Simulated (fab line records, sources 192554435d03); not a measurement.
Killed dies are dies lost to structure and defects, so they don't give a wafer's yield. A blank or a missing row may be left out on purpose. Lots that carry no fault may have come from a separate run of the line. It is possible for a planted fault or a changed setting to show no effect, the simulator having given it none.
fab line records	flow n5_finfet
[record] lots = 7	wafers = 39
route steps=1938 shown BEOL_M1@754 BEOL_M4@1059 BEOL_M7@1266 BEOL_M8@1332 BEOL_M13@1705
start_h: start of the lot's first displayed wafer, in hours after the record's first day	wait_h: time in hours since the lot's previous step	" unchanged from the row above	L1.1+2: a row that stands for several wafers	- no value present, or no start provided	* or withheld: withheld	< > ~ a bound
route shown NAME@n: NAME is a module with steps in the file, n the number in the route of the first one	usual: mean/standard deviation of fault-free wafers	same: alike in all rows	chamber/n: place in a boat	sites: the reading at each site	_std_site: the standard deviation of these	_edge_site: mean of outer sites minus mean of inner sites	radius_mm: for every site, how far away it sits from the centre of the wafer	mask NAME#n: copy n	behind: the last tool/chamber to shape the wafer	hold: the reason the lot was held/the length of the hold in hours/how it ended	device: the transistor (n, p or np) that didn't switch	end of line: tests run on the same wafers once the route is complete	step lacking rows: just its recipe	killed: dies that structure and defects cost at the first sort, which is not the same as the wafer's yield	map: a wafer's dies, marking killed ones x, the rest . and places with no die _
set.NAME: the setting the step ran with; set.NAME@STEP: the setting that earlier step ran with	model.NAME: the simulator's own value behind a step, which no gauge read
lots where settings were altered on purpose, with a table for each step and a row for each wafer
[[steps]]
[step N5_BEOL_M1_HM_DEP_02]
[recipe] material = TiN	target_thk_a = 200	temp_c = 25	chamber_pressure_pa = 0.49996
lot.wafer	tool	chamber	start_h	wait_h	set.target_thk_a	model.TiN_of_BEOL_M1_HM_DEP_02.thk_nm
L074.1+4+6	pvd_sputter-02	-	122.19	0.9	200	19.8
L074.2+3+5	"	-	"	"	99.21	9.4
L078.1	pvd_sputter-02	-	145.95	0.2	200	20
L078.2	"	-	"	"	284.3	28
L078.3+4	"	-	"	"	284.3	28.2
L078.5+6	"	-	"	"	200	19.8
L083.1	pvd_sputter-02	-	177.12	0.1	114.2	11.4
L083.2+3	"	-	"	"	200	20
L083.4	"	-	"	"	200	19.8
L083.5+6	"	-	"	"	114.2	11.6
L087.1	pvd_sputter-01	-	202.84	0.9	253.5	25.4
L087.2	"	-	"	"	200	20
L087.3+5	"	-	"	"	253.5	25.2
L087.4	"	-	"	"	200	19.8
L087.6	"	-	"	"	200	19.6
L088.1+3	pvd_sputter-01	-	207.26	1.1	273.4	27
L088.2	"	-	"	"	273.4	27.2
L088.4	"	-	"	"	200	19.6
L088.5	"	-	"	"	200	19.8
L088.6	"	-	"	"	200	19.4
L090.1+2	pvd_sputter-03	-	219.23	1.5	299.2	29.8
L090.3	"	-	"	"	299.2	29.6
L090.4	"	-	"	"	200	19.6
L090.5	"	-	"	"	200	20
L090.6	"	-	"	"	200	19.8
L094.1	pvd_sputter-02	-	246.53	1.5	200	20
L094.3	"	-	"	"	200	19.8
L094.6	"	-	"	"	200	20.2
[step N5_BEOL_M1_COAT_61]
[recipe] resist = SOC	temp_c = 250	time_s = 60	spin_rpm = 1500	resist_thk_nm = 60
[step N5_BEOL_M1_COAT_62]
[recipe] resist = SiARC	temp_c = 220	time_s = 60	spin_rpm = 1500	resist_thk_nm = 12
[step N5_BEOL_M1_STRIP_75]
[recipe] chemistry = N2/H2	temp_c = 40	n2_flow_sccm = 200	h2_flow_sccm = 200	rf_frequency_hz = 6e+07
[step N5_BEOL_M1_STRIP_66]
[recipe] chemistry = CF4	resist = SiARC	power_w = 300	bias_power_w = 75	pressure_mtorr = 50	cf4_flow_sccm = 150	rf_frequency_hz = 6e+07
[step N5_BEOL_M1_HM_OPEN_17]
[recipe] chemistry = Cl2/BCl3	target_depth_a = 200	overetch_a = 60	target = TiN	mask_material = SOC	ion_energy_ev = 150	pressure_mtorr = 10	icp_w = 1000	bias_w = 126	Cl2_flow_sccm = 53.25	bcl3_flow_sccm = 21.75	Ar_flow_sccm = 25
lot.wafer	tool	chamber	start_h	wait_h	set.target_thk_a@BEOL_M1_HM_DEP_02	model.etch.depth_nm
L074.1	rie_metal-01	1	123.07	0.0	200	19.72
L074.2	"	0	"	"	99.21	9.46
L074.3	"	0	"	"	99.21	9.349
L074.4	"	1	"	"	200	19.73
L074.5	"	1	"	"	99.21	9.487
L074.6	"	0	"	"	200	19.78
L078.1	rie_metal-03	0	146.71	0.0	200	20.07
L078.2	"	1	"	"	284.3	27.04
L078.3	"	0	"	"	284.3	26.92
L078.4	"	1	"	"	284.3	26.77
L078.5	"	0	"	"	200	19.81
L078.6	"	1	"	"	200	19.89
L083.1	rie_metal-01	0	179.49	0.0	114.2	11.34
L083.2	"	1	"	"	200	19.99
L083.3	"	0	"	"	200	20
L083.4	"	1	"	"	200	19.89
L083.5	"	1	"	"	114.2	11.54
L083.6	"	0	"	"	114.2	11.52
L087.1	rie_metal-03	0	204.07	0.0	253.5	25.35
L087.2	"	1	"	"	200	20.08
L087.3	"	0	"	"	253.5	25.26
L087.4	"	1	"	"	200	19.7
L087.5	"	1	"	"	253.5	25.2
L087.6	"	0	"	"	200	19.62
L088.1	rie_metal-03	0	208.18	0.0	273.4	27.09
L088.2	"	1	"	"	273.4	27.27
L088.3	"	1	"	"	273.4	27.03
L088.4	"	0	"	"	200	19.53
L088.5	"	1	"	"	200	19.88
L088.6	"	0	"	"	200	19.39
L090.1	rie_metal-03	1	220.11	0.0	299.2	27.14
L090.2	"	0	"	"	299.2	27.13
L090.3	"	0	"	"	299.2	26.89
L090.4	"	1	"	"	200	19.69
L090.5	"	0	"	"	200	19.95
L090.6	"	1	"	"	200	19.73
L094.1	rie_metal-03	1	247.30	0.0	200	20.04
L094.3	"	1	"	"	200	19.87
L094.6	"	0	"	"	200	20.14
[step N5_BEOL_M4_DESCUM_33]
[recipe] chemistry = O2	time_s = 7	source_power_w = 50	bias_power_w = 20	pressure_mtorr = 20	rf_frequency_hz = 2.712e+07	temp_c = 40	resist = CAR-EUV	o2_flow_sccm = 225
lot.wafer	tool	chamber	start_h	wait_h	set.time_s	model.CAR-EUV_of_BEOL_M4_COAT_22.thk_nm
L074.1+2+3+4+5	rie_diel-04	1,2,0,3,2	155.41	0.1	7	26
L074.6	"	3	"	"	7	26.2
L078.1+2+3+4+6	rie_diel-03	3,0,1,2,3	183.23	0.0	7	26
L078.5	"	2	"	"	7	26.2
L083.1+2+3+5+6	rie_diel-05	0,1,2,2,3	210.79	0.0	7	26
L083.4	"	3	"	"	7	26.2
L087.1+2	rie_diel-05	0,2	241.96	0.0	7	26.2
L087.3	"	3	"	"	7	26
L087.4+5+6	"	1,3,2	"	"	4.989	27.2
L088.1+2	rie_diel-05	1,0	244.55	0.0	7	26.2
L088.3+5	"	3,2	"	"	10.61	24.2
L088.4	"	2	"	"	7	26
L088.6	"	1	"	"	10.61	24.4
L090.1+4+6	rie_diel-03	1,3,1	263.06	0.1	7	26.2
L090.2+3+5	"	3,0,0	"	"	4.176	27.6
L094.1	rie_diel-05	1	300.70	0.2	7	26.2
L094.3+6	"	2,1	"	"	7	26
[step N5_BEOL_M4_ETCH_77]
[recipe] chemistry = N2/H2	target = underlayer	target_depth_a = 65	mask_material = CAR-EUV	time_s = 5.2	ion_energy_ev = 200	pressure_mtorr = 30	source_w = 840	bias_w = 150	n2_flow_sccm = 200	h2_flow_sccm = 200	ends = cleared
lot.wafer	tool	chamber	start_h	wait_h	set.time_s@BEOL_M4_DESCUM_33	model.CAR-EUV_of_BEOL_M4_COAT_22.thk_nm
L074.1+2+3+4+5+6	rie_diel-04	1,2,0,3,2,3	155.45	0.0	7	20.4
L078.1+2+6	rie_diel-03	3,0,3	183.26	0.0	7	20.2
L078.3+4+5	"	1,2,2	"	"	7	20.4
L083.1+3	rie_diel-05	0,2	210.83	0.0	7	20.2
L083.2+4+5+6	"	1,3,2,3	"	"	7	20.4
L087.1	rie_diel-05	0	242.00	0.0	7	20.6
L087.2+3	"	2,3	"	"	7	20.4
L087.4+5+6	"	1,3,2	"	"	4.989	21.4
L088.1+2	rie_diel-05	1,0	244.59	0.0	7	20.4
L088.3	"	3	"	"	10.61	18.6
L088.4	"	2	"	"	7	20.2
L088.5	"	2	"	"	10.61	18.4
L088.6	"	1	"	"	10.61	18.8
L090.1+4+6	rie_diel-03	1,3,1	263.10	0.0	7	20.4
L090.2+3+5	"	3,0,0	"	"	4.176	21.8
L094.1+6	rie_diel-05	1	300.73	0.0	7	20.4
L094.3	"	2	"	"	7	20.2
[step N5_BEOL_M7_PECVD_70]
[recipe] material = SiO2	target_thk_a = 200	temp_c = 400	precursor = TEOS/O2	pressure_torr = 5.5	rf_w = 450	teos_flow_sccm = 53.8	gas = O2	flow_sccm = 3000	time_s = 22.7
lot.wafer	tool	chamber	start_h	wait_h	set.time_s	model.SiO2_of_BEOL_M7_PECVD_70.thk_nm
L074.1	pecvd-04	0	186.73	0.0	31.02	26.8
L074.2	"	1	"	"	22.7	19.6
L074.3+4	"	2,0	"	"	22.7	20
L074.5	"	1	"	"	31.02	27
L074.6	"	2	"	"	31.02	27.4
L078.1	pecvd-04	0	217.08	0.0	22.7	20
L078.2+3+5	"	0	"	"	29.05	25.8
L078.4	"	0	"	"	22.7	20.4
L078.6	"	0	"	"	22.7	20.6
L083.1+6	pecvd-01	0,1	239.06	0.0	22.7	20
L083.2	"	1	"	"	32.34	27.8
L083.3	"	2	"	"	32.34	28
L083.4	"	0	"	"	22.7	20.2
L083.5	"	2	"	"	32.34	28.4
L087.1	pecvd-04	1	267.46	0.0	22.7	19.6
L087.2+3+4+5+6	"	0,2,1,2,0	"	"	22.7	20
L088.1	pecvd-02	2	272.24	0.0	33.74	29.2
L088.2	"	0	"	"	22.7	20.2
L088.3	"	1	"	"	22.7	19.8
L088.4	"	2	"	"	33.74	29.8
L088.5	"	1	"	"	33.74	29.6
L088.6	"	0	"	"	22.7	20.4
L090.1	pecvd-02	0	294.79	0.0	29.48	26
L090.2+4	"	1	"	"	22.7	20
L090.3	"	0	"	"	22.7	20.2
L090.5	"	0	"	"	29.48	26.2
L090.6	"	1	"	"	29.48	25.8
L094.1+3	pecvd-02	0,1	333.19	0.0	22.7	20
L094.6	"	2	"	"	22.7	20.2
[step N5_BEOL_M8_ILD_DEP_00]
[recipe] material = SiCOH_lowk	target_thk_a = 1797.5	temp_c = 300	precursor = DEMS/porogen	pressure_torr = 5	rf_w = 500	time_s = 33.4
lot.wafer	tool	chamber	start_h	wait_h	set.target_thk_a	model.SiCOH_lowk_of_BEOL_M8_ILD_DEP_00.thk_nm
L074.1+2+6	pecvd-01	1,2,0	197.16	0.0	1797.5	178.6
L074.3	"	0	"	"	1797.5	177.2
L074.4	"	1	"	"	1797.5	180.6
L074.5	"	2	"	"	1797.5	181
L078.1	pecvd-02	2	226.57	0.0	2169	215.6
L078.2	"	1	"	"	1797.5	177
L078.3	"	0	"	"	2169	213.6
L078.4	"	1	"	"	1797.5	180.2
L078.5	"	0	"	"	1797.5	179.8
L078.6	"	2	"	"	2169	218.6
L083.1	pecvd-03	2	247.26	0.0	1797.5	176.6
L083.2	"	1	"	"	2565	257.4
L083.3	"	0	"	"	1797.5	177.4
L083.4	"	0	"	"	2565	255.6
L083.5	"	1	"	"	2565	260.2
L083.6	"	2	"	"	1797.5	180.8
L087.1	pecvd-03	2	276.70	0.0	1797.5	175.4
L087.2	"	0	"	"	900.6	88.2
L087.3	"	1	"	"	900.6	90
L087.4	"	2	"	"	1797.5	178.6
L087.5	"	1	"	"	900.6	90.4
L087.6	"	0	"	"	1797.5	180.6
L088.1	pecvd-02	2	279.05	0.0	1797.5	173.4
L088.2	"	0	"	"	1797.5	170.4
L088.3	"	1	"	"	881.4	81.6
L088.4	"	2	"	"	881.4	83
L088.5	"	0	"	"	881.4	81
L088.6	"	1	"	"	1797.5	176.6
L090.1	pecvd-03	1	303.88	0.0	2500	248.4
L090.2	"	0	"	"	1797.5	176.8
L090.3	"	2	"	"	2500	247
L090.4	"	0	"	"	1797.5	179.4
L090.5	"	2	"	"	1797.5	181.8
L090.6	"	1	"	"	2500	251.4
L094.1	pecvd-02	1	346.58	0.0	1797.5	174.2
L094.3	"	2	"	"	1797.5	175.6
L094.6	"	1	"	"	1797.5	178.8
[step N5_BEOL_M8_CURE_74]
[recipe] temp_c = 385	time_s = 240	ambient = He/Ar	material = SiCOH_lowk
lot.wafer	tool	chamber	start_h	wait_h	set.target_thk_a@BEOL_M8_ILD_DEP_00	model.SiCOH_lowk_of_BEOL_M8_ILD_DEP_00.thk_nm
L074.1+2+6	uv_cure-03	2	197.23	0.0	1797.5	154
L074.3	"	2	"	"	1797.5	152.8
L074.4	"	2	"	"	1797.5	155.8
L074.5	"	2	"	"	1797.5	156.2
L078.1	uv_cure-01	1	226.63	0.0	2169	186.2
L078.2	"	1	"	"	1797.5	152.6
L078.3	"	1	"	"	2169	184.6
L078.4	"	1	"	"	1797.5	155.4
L078.5	"	1	"	"	1797.5	155
L078.6	"	1	"	"	2169	188.8
L083.1	uv_cure-03	1	247.34	0.1	1797.5	152.2
L083.2	"	1	"	"	2565	223
L083.3	"	1	"	"	1797.5	153
L083.4	"	1	"	"	2565	221.4
L083.5	"	1	"	"	2565	225.4
L083.6	"	1	"	"	1797.5	156
L087.1	uv_cure-03	2	276.76	0.0	1797.5	151.2
L087.2	"	2	"	"	900.6	75.6
L087.3	"	2	"	"	900.6	77.2
L087.4	"	2	"	"	1797.5	154
L087.5	"	2	"	"	900.6	77.6
L087.6	"	2	"	"	1797.5	155.8
L088.1	uv_cure-01	1	279.11	0.0	1797.5	149.6
L088.2	"	1	"	"	1797.5	147
L088.3	"	1	"	"	881.4	70
L088.4	"	1	"	"	881.4	71.2
L088.5	"	1	"	"	881.4	69.6
L088.6	"	1	"	"	1797.5	152.2
L090.1	uv_cure-01	2	303.94	0.0	2500	215
L090.2	"	2	"	"	1797.5	152.4
L090.3	"	2	"	"	2500	213.8
L090.4	"	2	"	"	1797.5	154.6
L090.5	"	2	"	"	1797.5	156.8
L090.6	"	2	"	"	2500	217.6
L094.1	uv_cure-03	1	346.65	0.0	1797.5	150.2
L094.3	"	1	"	"	1797.5	151.4
L094.6	"	1	"	"	1797.5	154
[step N5_BEOL_M8_THK_MEAS_01]
[recipe] reads = SiCOH_lowk_of_BEOL_M8_ILD_DEP_00
[usual] M8_ILD_THK = 154.5/2.3
lot.wafer	tool	chamber	start_h	wait_h	set.target_thk_a@BEOL_M8_ILD_DEP_00	M8_ILD_THK[nm]
L074.1	film_metro-01	-	197.74	0.4	1797.5	154.1
L074.2	"	-	"	"	1797.5	153.9
L074.3	"	-	"	"	1797.5	152.7
L074.4	"	-	"	"	1797.5	155.8
L074.5	"	-	"	"	1797.5	156.3
L074.6	"	-	"	"	1797.5	154.2
L078.1	film_metro-01	-	227.14	0.4	2169	186.3
L078.2	"	-	"	"	1797.5	152.7
L078.3	"	-	"	"	2169	184.5
L078.4	"	-	"	"	1797.5	155.4
L078.5	"	-	"	"	1797.5	154.9
L078.6	"	-	"	"	2169	188.8
L083.1	film_metro-01	-	247.85	0.4	1797.5	152.3
L083.2	"	-	"	"	2565	223.0
L083.3	"	-	"	"	1797.5	153.0
L083.4	"	-	"	"	2565	221.3
L083.5	"	-	"	"	2565	225.4
L083.6	"	-	"	"	1797.5	156.0
L087.1	film_metro-01	-	277.76	0.8	1797.5	151.4
L087.2	"	-	"	"	900.6	75.8
L087.3	"	-	"	"	900.6	77.2
L087.4	"	-	"	"	1797.5	153.9
L087.5	"	-	"	"	900.6	77.5
L087.6	"	-	"	"	1797.5	155.8
L088.1	film_metro-02	-	279.62	0.4	1797.5	149.4
L088.2	"	-	"	"	1797.5	147.0
L088.3	"	-	"	"	881.4	70.0
L088.4	"	-	"	"	881.4	71.1
L088.5	"	-	"	"	881.4	69.5
L088.6	"	-	"	"	1797.5	152.2
L090.1	film_metro-02	-	304.45	0.4	2500	215.0
L090.2	"	-	"	"	1797.5	152.4
L090.3	"	-	"	"	2500	213.9
L090.4	"	-	"	"	1797.5	154.5
L090.5	"	-	"	"	1797.5	156.9
L090.6	"	-	"	"	2500	217.6
L094.1	film_metro-02	-	347.16	0.4	1797.5	150.2
L094.3	"	-	"	"	1797.5	151.4
L094.6	"	-	"	"	1797.5	154.1
[step N5_BEOL_M13_SPUTTER_43]
[recipe] material = TaN	target_thk_a = 150	temp_c = 50	bias_v = 168.6	power_w = 15000	chamber_pressure_pa = 0.12	time_s = 24.19
lot.wafer	tool	chamber	start_h	wait_h	set.time_s	model.TaN_of_BEOL_M13_SPUTTER_43.thk_nm
L074.1+6	pvd_sputter-02	-	239.18	0.0	30.67	19
L074.2	"	-	"	"	30.67	18.8
L074.3+5	"	-	"	"	24.19	15
L074.4	"	-	"	"	24.19	14.8
L078.1+2+3+4+6	pvd_sputter-03	-	270.22	0.0	24.19	15
L078.5	"	-	"	"	24.19	15.2
L083.1	pvd_sputter-01	-	291.95	0.0	36.18	22.6
L083.2	"	-	"	"	36.18	22.2
L083.3	"	-	"	"	36.18	22.4
L083.4+5	"	-	"	"	24.19	14.8
L083.6	"	-	"	"	24.19	15
L087.1+2	pvd_sputter-02	-	314.92	0.0	24.19	15
L087.3+4+5+6	"	-	"	"	24.19	14.8
L088.1+5	pvd_sputter-02	-	329.33	0.0	24.19	14.8
L088.2+3+4+6	"	-	"	"	24.19	15
L090.1+4	pvd_sputter-02	-	351.84	0.0	24.19	15.2
L090.2	"	-	"	"	24.19	15
L090.3+5+6	"	-	"	"	14.42	9.2
L094.1+3+6	pvd_sputter-02	-	392.69	0.0	24.19	15.2
[step N5_BEOL_M13_SPUTTER_44]
[recipe] material = Ta	target_thk_a = 100	temp_c = 50	bias_v = 80	power_w = 15000	chamber_pressure_pa = 0.07	time_s = 16.13
[step N5_BEOL_M13_SPUTTER_45]
[recipe] material = Cu	target_thk_a = 800	temp_c = -20	bias_v = 60	power_w = 26000	chamber_pressure_pa = 0.13	time_s = 13.33
[step N5_BEOL_M13_ECD_47]
[recipe] material = Cu	target_thk_a = 9360
[step N5_BEOL_M13_ANNEAL_48]
[recipe] temp_c = 225	time_s = 90	ambient = N2
[step N5_BEOL_M13_CMP_49]
[recipe] stop_on = SiOC	t_overpolish_s = 17.1	down_force_psi = 1	platen_rpm = 50	clearing_platen_down_force_psi = 1.5	clearing_platen_rpm = 50	post_cmp_clean = cu_alkaline	target_thk_nm = 420	clearing_platen_pad_velocity_m_s = 0.99484	pad_velocity_m_s = 0.99484
[usual] barrier_field_endpoint_s = 30.8/0.83
lot.wafer	tool	chamber	start_h	wait_h	set.time_s@BEOL_M13_SPUTTER_43	barrier_field_endpoint_s
L074.1	cmp-01	3	239.91	0.3	30.67	36.2
L074.2	"	0	"	"	30.67	35.0
L074.3	"	1	"	"	24.19	31.5
L074.4	"	2	"	"	24.19	30.8
L074.5	"	3	"	"	24.19	30.5
L074.6	"	0	"	"	30.67	35.1
L078.2	cmp-04	2	271.42	0.2	24.19	30.4
L078.1	"	3	"	"	24.19	31.5
L078.4	"	0	"	"	24.19	29.8
L078.3	"	1	"	"	24.19	30.4
L078.6	"	2	"	"	24.19	30.4
L078.5	"	3	"	"	24.19	31.8
L083.4	cmp-01	2	292.71	0.1	24.19	30.7
L083.1	"	3	"	"	36.18	40.3
L083.3	"	0	"	"	36.18	39.0
L083.2	"	1	"	"	36.18	40.9
L083.5	"	2	"	"	24.19	30.9
L083.6	"	3	"	"	24.19	30.7
L087.3	cmp-04	1	315.66	0.2	24.19	28.5
L087.2	"	2	"	"	24.19	30.0
L087.4	"	3	"	"	24.19	30.3
L087.1	"	0	"	"	24.19	29.2
L087.6	"	1	"	"	24.19	29.4
L087.5	"	2	"	"	24.19	29.8
L088.4	cmp-03	0	330.06	0.1	24.19	31.8
L088.2	"	1	"	"	24.19	30.8
L088.3	"	2	"	"	24.19	30.7
L088.1	"	3	"	"	24.19	30.8
L088.5	"	0	"	"	24.19	32.0
L088.6	"	1	"	"	24.19	30.8
L090.3	cmp-01	0	352.57	0.2	14.42	23.9
L090.4	"	1	"	"	24.19	31.8
L090.1	"	2	"	"	24.19	32.7
L090.2	"	3	"	"	24.19	31.5
L090.5	"	0	"	"	14.42	23.5
L090.6	"	1	"	"	14.42	24.1
L094.1	cmp-01	0	393.51	0.3	24.19	29.9
L094.3	"	1	"	"	24.19	30.4
L094.6	"	3	"	"	24.19	31.3
[[key]]
[split] step = N5_BEOL_M1_HM_DEP_02	setting = target_thk_a	stated = 200	by = wafer
[response] step = N5_BEOL_M1_HM_DEP_02	reading = model.TiN_of_BEOL_M1_HM_DEP_02.thk_nm	change = +0.201	per = 1%	r = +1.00
[response] step = N5_BEOL_M1_HM_OPEN_17	reading = model.etch.depth_nm	change = +0.184	per = 1%	r = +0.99
[split] step = N5_BEOL_M4_DESCUM_33	setting = time_s	stated = 7	by = wafer
[response] step = N5_BEOL_M4_DESCUM_33	reading = model.CAR-EUV_of_BEOL_M4_COAT_22.thk_nm	change = -0.0359	per = 1%	r = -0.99
[response] step = N5_BEOL_M4_ETCH_77	reading = model.CAR-EUV_of_BEOL_M4_COAT_22.thk_nm	change = -0.0338	per = 1%	r = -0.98
[split] step = N5_BEOL_M7_PECVD_70	setting = time_s	stated = 22.7	by = wafer
[response] step = N5_BEOL_M7_PECVD_70	reading = model.SiO2_of_BEOL_M7_PECVD_70.thk_nm	change = +0.194	per = 1%	r = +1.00
[split] step = N5_BEOL_M8_ILD_DEP_00	setting = target_thk_a	stated = 1797.5	by = wafer
[response] step = N5_BEOL_M8_ILD_DEP_00	reading = model.SiCOH_lowk_of_BEOL_M8_ILD_DEP_00.thk_nm	change = +1.8	per = 1%	r = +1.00
[response] step = N5_BEOL_M8_CURE_74	reading = model.SiCOH_lowk_of_BEOL_M8_ILD_DEP_00.thk_nm	change = +1.57	per = 1%	r = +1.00
[response] step = N5_BEOL_M8_THK_MEAS_01	reading = M8_ILD_THK	change = +1.57	per = 1%	r = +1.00
[split] step = N5_BEOL_M13_SPUTTER_43	setting = time_s	stated = 24.19	by = wafer
[response] step = N5_BEOL_M13_SPUTTER_43	reading = model.TaN_of_BEOL_M13_SPUTTER_43.thk_nm	change = +0.15	per = 1%	r = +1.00
[response] step = N5_BEOL_M13_CMP_49	reading = barrier_field_endpoint_s	change = +0.189	per = 1%	r = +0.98
